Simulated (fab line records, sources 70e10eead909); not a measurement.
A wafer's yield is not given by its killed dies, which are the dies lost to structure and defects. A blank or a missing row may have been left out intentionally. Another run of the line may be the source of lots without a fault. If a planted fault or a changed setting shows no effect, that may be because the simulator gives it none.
The same fault as seen by 2 desks + flow nand_harc + what lay behind the numbers comes last; until then each desk has only its own

AT THE METROLOGY DESK
What the gauges read for every lot (on any tool): the sampled wafers with a number, averaged. Marked OUT: a lot whose mean sits more than 4 standard deviations from the usual mean, which makes it out of limits; the brackets give that distance.
Columns: A = thk_nm at NHARC_A_ONON_D2_THK_MEAS_02, usual 999 nm; B = thk_nm at NHARC_A_ONON_D2_THK_MEAS_11, usual 1002 nm; C = thk_nm at NHARC_A_ONON_D2_THK_MEAS_30, usual 997 nm
| lot  | first seen here | A    | B    | C              |
|------|-----------------|------|------|----------------|
| L938 | day 12 08:16    | 1000 | 1009 | 1001           |
| L942 | day 14 07:01    | 1024 | 992  | 995            |
| L943 | day 14 20:30    | 1007 | 995  | 982            |
| L944 | day 14 20:30    | 1021 | 989  | 1000           |
| L946 | day 15 15:20    | 1000 | 1007 | 1008           |
| L945 | day 15 15:22    | 989  | 990  | 993            |
| L949 | day 17 03:46    | 999  | 1006 | 992            |
| L950 | day 18 05:28    | 1000 | 998  | 986            |
| L952 | day 18 11:39    | 996  | 1008 | 986            |
| L956 | day 20 08:24    | 996  | 1020 | 1009           |
| L957 | day 20 21:35    | 991  | 999  | 1555 (+63) OUT |
| L958 | day 21 07:34    | 1005 | 1007 | 1538 (+61) OUT |
| L960 | day 22 07:31    | 1006 | 996  | 992            |
This desk's verdict: out of limits on L957, L958, starting with L957 at day 21 10:10 (thk_nm at NHARC_A_ONON_D2_THK_MEAS_30). In limits: L938, L942, L943, L944, L946, L945, L949, L950, L952, L956, L960.

DESK OF THE TOOL OWNER: pecvd_onon-03
The tool's own readings at NHARC_A_ONON_D2_DEP_28 (target thk 1000 nm): means of the sampled wafers that have a number, for each lot that ran on this tool. Marked OUT: a lot whose mean sits more than 4 standard deviations from the usual mean, which makes it out of limits; the brackets give that distance.
Columns: A = n2_flow_sccm at NHARC_A_ONON_D2_DEP_28, usual 2750 sccm
| lot  | first seen here | A    |
|------|-----------------|------|
| L938 | day 12 20:07    | 2758 |
| L943 | day 15 08:01    | 2751 |
| L949 | day 17 15:40    | 2754 |
| L950 | day 18 16:55    | 2752 |
| L952 | day 18 23:22    | 2760 |
| L956 | day 20 20:17    | 2755 |
| L957 | day 21 09:38    | 2735 |
| L958 | day 21 19:07    | 2745 |
This desk's verdict: no lot among the 8 shows anything out of limits.

BROUGHT TOGETHER
L957, L958 would have let the metrology desk raise an alarm at day 21 10:10.
Nothing out of limits was seen by the tool owner's desk.
On record at the tool owner's desk: L957, L958, within its limits.
The lots listed all ran NHARC_A_ONON_D2_DEP_28 on pecvd_onon-03.

WHAT THE SIMULATOR PUT IN
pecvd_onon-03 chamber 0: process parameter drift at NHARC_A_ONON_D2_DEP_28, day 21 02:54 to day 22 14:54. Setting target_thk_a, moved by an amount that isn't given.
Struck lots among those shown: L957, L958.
Time in hours between the start of the fault and the first out-of-limits reading at each desk: metrology desk, 7.
